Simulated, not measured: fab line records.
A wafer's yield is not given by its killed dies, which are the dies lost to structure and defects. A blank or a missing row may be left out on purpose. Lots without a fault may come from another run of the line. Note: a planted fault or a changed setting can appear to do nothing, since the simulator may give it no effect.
Which tool was responsible? || flow nandHarc || 39 wafers from 13 lots sampled at 5 of the route's 1302 steps

## WHAT THE GAUGES READ, wafer by wafer
NHARC_END_SORT_01.
{"lot": "L721", "measured": "day 30 09:40", "on": "prober-02", "killedAtArray": "68 54 46", "killedAtOther": "0 0 0", "killedAtPeriphery": "609 623 631", "killedDies": "677 677 677", "killedOpen": "1 0 4", "killedShort": "1 2 0"}
{"lot": "L722", "measured": "day 31 12:39", "on": "prober-01", "killedAtArray": "52 58 52", "killedAtOther": "0 1 0", "killedAtPeriphery": "625 618 625", "killedDies": "677 677 677", "killedOpen": "5 4 4", "killedShort": "0 1 0"}

## WHICH TOOL RAN EACH LOT (tool, then ch and the chambers of the sampled wafers, then the start)
{"lot": "L707", "NHARC_P_GATE_STRIP_112": "plasmaAsher-02 ch 0,1, day 6 07:28", "NHARC_P_GATE_STRIP_76": "plasmaAsher-02 ch 0,1, day 6 07:42", "NHARC_P_GATE_RTA_64": "rtpAnneal-02 ch 0, day 6 10:28", "NHARC_P_GATE_RTA_80": "rtpAnneal-02 ch 0, day 6 11:04"}
{"lot": "L706", "NHARC_P_GATE_STRIP_112": "plasmaAsher-02 ch 0,1, day 6 07:50", "NHARC_P_GATE_STRIP_76": "plasmaAsher-02 ch 0,1, day 6 08:06", "NHARC_P_GATE_RTA_64": "rtpAnneal-01 ch 0, day 6 10:52", "NHARC_P_GATE_RTA_80": "rtpAnneal-02 ch 0, day 6 11:28"}
{"lot": "L708", "NHARC_P_GATE_STRIP_112": "plasmaAsher-01 ch 0,1, day 6 22:00", "NHARC_P_GATE_STRIP_76": "plasmaAsher-01 ch 0,1, day 6 22:14", "NHARC_P_GATE_RTA_64": "rtpAnneal-02 ch 0, day 7 00:59", "NHARC_P_GATE_RTA_80": "rtpAnneal-01 ch 0, day 7 01:35"}
{"lot": "L709", "NHARC_P_GATE_STRIP_112": "plasmaAsher-02 ch 0,1, day 7 11:31", "NHARC_P_GATE_STRIP_76": "plasmaAsher-02 ch 0,1, day 7 11:44", "NHARC_P_GATE_RTA_64": "rtpAnneal-02 ch 0, day 7 14:28", "NHARC_P_GATE_RTA_80": "rtpAnneal-01 ch 0, day 7 15:06"}
{"lot": "L712", "NHARC_P_GATE_STRIP_112": "plasmaAsher-02 ch 0,1, day 8 08:29", "NHARC_P_GATE_STRIP_76": "plasmaAsher-02 ch 0,1, day 8 08:44", "NHARC_P_GATE_RTA_64": "rtpAnneal-02 ch 0, day 8 11:28", "NHARC_P_GATE_RTA_80": "rtpAnneal-02 ch 0, day 8 12:15"}
{"lot": "L714", "NHARC_P_GATE_STRIP_112": "plasmaAsher-02 ch 0,1, day 9 08:07", "NHARC_P_GATE_STRIP_76": "plasmaAsher-02 ch 0,1, day 9 08:21", "NHARC_P_GATE_RTA_64": "rtpAnneal-01 ch 0, day 9 10:59", "NHARC_P_GATE_RTA_80": "rtpAnneal-01 ch 0, day 9 11:35"}
{"lot": "L718", "NHARC_P_GATE_STRIP_112": "plasmaAsher-01 ch 0,1, day 11 21:05", "NHARC_P_GATE_STRIP_76": "plasmaAsher-01 ch 0,1, day 11 21:15", "NHARC_P_GATE_RTA_64": "rtpAnneal-02 ch 0, day 12 00:01", "NHARC_P_GATE_RTA_80": "rtpAnneal-02 ch 0, day 12 00:37"}
{"lot": "L721", "NHARC_P_GATE_STRIP_112": "plasmaAsher-01 ch 1, day 12 11:02", "NHARC_P_GATE_STRIP_76": "plasmaAsher-01 ch 1, day 12 11:18", "NHARC_P_GATE_RTA_64": "rtpAnneal-01 ch 0, day 12 14:05", "NHARC_P_GATE_RTA_80": "rtpAnneal-01, day 12 14:41"}
{"lot": "L722", "NHARC_P_GATE_STRIP_112": "plasmaAsher-02 ch 0,1, day 13 00:00", "NHARC_P_GATE_STRIP_76": "plasmaAsher-02 ch 0,1, day 13 00:14", "NHARC_P_GATE_RTA_64": "rtpAnneal-01 ch 0, day 13 02:58", "NHARC_P_GATE_RTA_80": "rtpAnneal-02, day 13 03:34"}
{"lot": "L723", "NHARC_P_GATE_STRIP_112": "plasmaAsher-01 ch 0, day 13 04:52", "NHARC_P_GATE_STRIP_76": "plasmaAsher-01 ch 0, day 13 05:08", "NHARC_P_GATE_RTA_64": "rtpAnneal-02 ch 0, day 13 07:44", "NHARC_P_GATE_RTA_80": "rtpAnneal-01 ch 0, day 13 08:19"}
{"lot": "L724", "NHARC_P_GATE_STRIP_112": "plasmaAsher-02 ch 0,1, day 13 14:45", "NHARC_P_GATE_STRIP_76": "plasmaAsher-02 ch 0,1, day 13 14:57", "NHARC_P_GATE_RTA_64": "rtpAnneal-01 ch 0, day 13 17:42", "NHARC_P_GATE_RTA_80": "rtpAnneal-02 ch 0, day 13 18:18"}
{"lot": "L726", "NHARC_P_GATE_STRIP_112": "plasmaAsher-01 ch 0,1, day 14 13:13", "NHARC_P_GATE_STRIP_76": "plasmaAsher-01 ch 0,1, day 14 13:28", "NHARC_P_GATE_RTA_64": "rtpAnneal-02 ch 0, day 14 16:05", "NHARC_P_GATE_RTA_80": "rtpAnneal-01 ch 0, day 14 16:41"}
{"lot": "L727", "NHARC_P_GATE_STRIP_112": "plasmaAsher-02 ch 0,1, day 14 22:14", "NHARC_P_GATE_STRIP_76": "plasmaAsher-02 ch 0,1, day 14 22:30", "NHARC_P_GATE_RTA_64": "rtpAnneal-01 ch 0, day 15 01:19", "NHARC_P_GATE_RTA_80": "rtpAnneal-01 ch 0, day 15 01:55"}
- NHARC_P_GATE_STRIP_112: strips in N2/H2, time 200 s.
- NHARC_P_GATE_STRIP_76: strips in O2.
- NHARC_P_GATE_RTA_64: time 1 s.
- NHARC_P_GATE_RTA_80: time 30 s.

## AS READ BY THE TOOLS THEMSELVES (means over the sampled wafers that have a number; for cases with no such wafer, the mark the record gives instead)
NHARC_P_GATE_STRIP_112.
{"lot": "L707", "tool": "plasmaAsher-02", "drypumpMotorCurrentA (A)": 5.2, "heaterPowerW (W)": 91}
{"lot": "L706", "tool": "plasmaAsher-02", "drypumpMotorCurrentA (A)": 5.5, "heaterPowerW (W)": 90}
{"lot": "L708", "tool": "plasmaAsher-01", "drypumpMotorCurrentA (A)": 6.0, "heaterPowerW (W)": 74}
{"lot": "L709", "tool": "plasmaAsher-02", "drypumpMotorCurrentA (A)": 5.5, "heaterPowerW (W)": 92}
{"lot": "L712", "tool": "plasmaAsher-02", "drypumpMotorCurrentA (A)": 5.5, "heaterPowerW (W)": 91}
{"lot": "L714", "tool": "plasmaAsher-02", "drypumpMotorCurrentA (A)": 5.2, "heaterPowerW (W)": 93}
{"lot": "L718", "tool": "plasmaAsher-01", "drypumpMotorCurrentA (A)": 5.7, "heaterPowerW (W)": 77}
{"lot": "L721", "tool": "plasmaAsher-01", "drypumpMotorCurrentA (A)": 6.2, "heaterPowerW (W)": 72}
{"lot": "L722", "tool": "plasmaAsher-02", "drypumpMotorCurrentA (A)": 5.5, "heaterPowerW (W)": 98}
{"lot": "L723", "tool": "plasmaAsher-01", "drypumpMotorCurrentA (A)": 5.4, "heaterPowerW (W)": 80}
{"lot": "L724", "tool": "plasmaAsher-02", "drypumpMotorCurrentA (A)": 5.3, "heaterPowerW (W)": 95}
{"lot": "L726", "tool": "plasmaAsher-01", "drypumpMotorCurrentA (A)": 5.7, "heaterPowerW (W)": 77}
{"lot": "L727", "tool": "plasmaAsher-02", "drypumpMotorCurrentA (A)": 5.5, "heaterPowerW (W)": 95}

NHARC_P_GATE_STRIP_76.
{"lot": "L707", "tool": "plasmaAsher-02", "drypumpMotorCurrentA (A)": 5.3, "heaterPowerW (W)": 343}
{"lot": "L706", "tool": "plasmaAsher-02", "drypumpMotorCurrentA (A)": 5.5, "heaterPowerW (W)": 335}
{"lot": "L708", "tool": "plasmaAsher-01", "drypumpMotorCurrentA (A)": 5.9, "heaterPowerW (W)": 274}
{"lot": "L709", "tool": "plasmaAsher-02", "drypumpMotorCurrentA (A)": 5.5, "heaterPowerW (W)": 332}
{"lot": "L712", "tool": "plasmaAsher-02", "drypumpMotorCurrentA (A)": 5.5, "heaterPowerW (W)": 339}
{"lot": "L714", "tool": "plasmaAsher-02", "drypumpMotorCurrentA (A)": 5.2, "heaterPowerW (W)": 345}
{"lot": "L718", "tool": "plasmaAsher-01", "drypumpMotorCurrentA (A)": 5.7, "heaterPowerW (W)": 282}
{"lot": "L721", "tool": "plasmaAsher-01", "drypumpMotorCurrentA (A)": 6.2, "heaterPowerW (W)": 270}
{"lot": "L722", "tool": "plasmaAsher-02", "drypumpMotorCurrentA (A)": 5.5, "heaterPowerW (W)": 358}
{"lot": "L723", "tool": "plasmaAsher-01", "drypumpMotorCurrentA (A)": 5.4, "heaterPowerW (W)": 293}
{"lot": "L724", "tool": "plasmaAsher-02", "drypumpMotorCurrentA (A)": 5.2, "heaterPowerW (W)": 356}
{"lot": "L726", "tool": "plasmaAsher-01", "drypumpMotorCurrentA (A)": 5.7, "heaterPowerW (W)": 285}
{"lot": "L727", "tool": "plasmaAsher-02", "drypumpMotorCurrentA (A)": 5.5, "heaterPowerW (W)": 359}

NHARC_P_GATE_RTA_64.
{"lot": "L707", "tool": "rtpAnneal-02", "annealTempCMax": 1055.7, "lampPowerPct (%)": 33.3, "lamp_zone_7_pct (%)": 33.7, "wafer_temp_C_max": 1059.2}
{"lot": "L706", "tool": "rtpAnneal-01", "annealTempCMax": 1055.2, "lampPowerPct (%)": 36.6, "lamp_zone_7_pct (%)": 37.1, "wafer_temp_C_max": 1058.3}
{"lot": "L708", "tool": "rtpAnneal-02", "annealTempCMax": 1054.8, "lampPowerPct (%)": 33.3, "lamp_zone_7_pct (%)": 33.7, "wafer_temp_C_max": 1057.7}
{"lot": "L709", "tool": "rtpAnneal-02", "annealTempCMax": 1055.4, "lampPowerPct (%)": 33.3, "lamp_zone_7_pct (%)": 33.7, "wafer_temp_C_max": 1059.1}
{"lot": "L712", "tool": "rtpAnneal-02", "annealTempCMax": 1055.1, "lampPowerPct (%)": 33.3, "lamp_zone_7_pct (%)": 33.8, "wafer_temp_C_max": 1057.2}
{"lot": "L714", "tool": "rtpAnneal-01", "annealTempCMax": 1055.0, "lampPowerPct (%)": 36.6, "lamp_zone_7_pct (%)": 37.1, "wafer_temp_C_max": 1061.2}
{"lot": "L718", "tool": "rtpAnneal-02", "annealTempCMax": 1054.8, "lampPowerPct (%)": 33.4, "lamp_zone_7_pct (%)": 33.7, "wafer_temp_C_max": 1060.4}
{"lot": "L721", "tool": "rtpAnneal-01", "annealTempCMax": 1056.0, "lampPowerPct (%)": 36.6, "lamp_zone_7_pct (%)": 37.1, "wafer_temp_C_max": 1058.5}
{"lot": "L722", "tool": "rtpAnneal-01", "annealTempCMax": 1054.9, "lampPowerPct (%)": 36.6, "lamp_zone_7_pct (%)": 37.1, "wafer_temp_C_max": 1059.2}
{"lot": "L723", "tool": "rtpAnneal-02", "annealTempCMax": 1054.8, "lampPowerPct (%)": 33.3, "lamp_zone_7_pct (%)": 33.7, "wafer_temp_C_max": 1057.7}
{"lot": "L724", "tool": "rtpAnneal-01", "annealTempCMax": 1056.0, "lampPowerPct (%)": 36.6, "lamp_zone_7_pct (%)": 37.0, "wafer_temp_C_max": 1058.7}
{"lot": "L726", "tool": "rtpAnneal-02", "annealTempCMax": 1054.7, "lampPowerPct (%)": 33.4, "lamp_zone_7_pct (%)": 33.7, "wafer_temp_C_max": 1057.9}
{"lot": "L727", "tool": "rtpAnneal-01", "annealTempCMax": 1056.0, "lampPowerPct (%)": 36.6, "lamp_zone_7_pct (%)": 37.1, "wafer_temp_C_max": 1059.0}

NHARC_P_GATE_RTA_80.
{"lot": "L707", "tool": "rtpAnneal-02", "annealTempCMax": 301.23, "lampPowerPct (%)": 1.99, "lamp_zone_7_pct (%)": 2.08, "wafer_temp_C_max": 302.3}
{"lot": "L706", "tool": "rtpAnneal-02", "annealTempCMax": 301.61, "lampPowerPct (%)": 1.99, "lamp_zone_7_pct (%)": 2.08, "wafer_temp_C_max": 301.9}
{"lot": "L708", "tool": "rtpAnneal-01", "annealTempCMax": 301.40, "lampPowerPct (%)": 2.19, "lamp_zone_7_pct (%)": 2.29, "wafer_temp_C_max": 302.6}
{"lot": "L709", "tool": "rtpAnneal-01", "annealTempCMax": 301.30, "lampPowerPct (%)": 2.19, "lamp_zone_7_pct (%)": 2.30, "wafer_temp_C_max": 302.6}
{"lot": "L712", "tool": "rtpAnneal-02", "annealTempCMax": 301.52, "lampPowerPct (%)": 1.98, "lamp_zone_7_pct (%)": 2.08, "wafer_temp_C_max": 302.4}
{"lot": "L714", "tool": "rtpAnneal-01", "annealTempCMax": 301.25, "lampPowerPct (%)": 2.18, "lamp_zone_7_pct (%)": 2.29, "wafer_temp_C_max": 302.7}
{"lot": "L718", "tool": "rtpAnneal-02", "annealTempCMax": 301.35, "lampPowerPct (%)": 1.98, "lamp_zone_7_pct (%)": 2.08, "wafer_temp_C_max": 302.9}
{"lot": "L721", "tool": "rtpAnneal-01", "annealTempCMax": "-", "lampPowerPct (%)": "-", "lamp_zone_7_pct (%)": "-", "wafer_temp_C_max": "-"}
{"lot": "L722", "tool": "rtpAnneal-02", "annealTempCMax": "-", "lampPowerPct (%)": "-", "lamp_zone_7_pct (%)": "-", "wafer_temp_C_max": "-"}
{"lot": "L723", "tool": "rtpAnneal-01", "annealTempCMax": 301.22, "lampPowerPct (%)": 2.19, "lamp_zone_7_pct (%)": 2.29, "wafer_temp_C_max": 302.4}
{"lot": "L724", "tool": "rtpAnneal-02", "annealTempCMax": 301.19, "lampPowerPct (%)": 1.99, "lamp_zone_7_pct (%)": 2.09, "wafer_temp_C_max": 302.3}
{"lot": "L726", "tool": "rtpAnneal-01", "annealTempCMax": 301.56, "lampPowerPct (%)": 2.18, "lamp_zone_7_pct (%)": 2.29, "wafer_temp_C_max": 302.6}
{"lot": "L727", "tool": "rtpAnneal-01", "annealTempCMax": 301.32, "lampPowerPct (%)": 2.18, "lamp_zone_7_pct (%)": 2.29, "wafer_temp_C_max": 302.7}

## THE ANSWER, worked out from the rows above alone
Rule: usual is defined by the lots themselves. The widest of any qualifying gaps counts: lots, ordered by their means at a reading, are off when they make up no more than a third of the lots, leave a main group of 4 or more, and stand apart from it by 3 or more times the standard deviation of that group's means. The tables above print the reading to a certain number of digits; a main group whose means all agree to those digits is not used. Also off: a lot with no number at a reading for which 4 or more lots have one. All remaining lots with rows at the step are treated as sound. Order of review: gauges by route order, followed by the tools' own readings, for which a lot's mean as printed above is used. The first step at which some lot is off is used, and at that step the reading that is off furthest; a lot without a number counts as furthest.
Off at NHARC_P_GATE_RTA_80 (annealTempCMax): L721, L722. Without a number there: L721, L722. Main group: mean 301.36, sd 0.14.
If a tool, at that step or one of the process steps before it, ran each lot that is off and ran no sound lot following the first of them, it fits. Not one of the candidates tried fits.

## WHAT WAS PUT IN BY THE SIMULATOR
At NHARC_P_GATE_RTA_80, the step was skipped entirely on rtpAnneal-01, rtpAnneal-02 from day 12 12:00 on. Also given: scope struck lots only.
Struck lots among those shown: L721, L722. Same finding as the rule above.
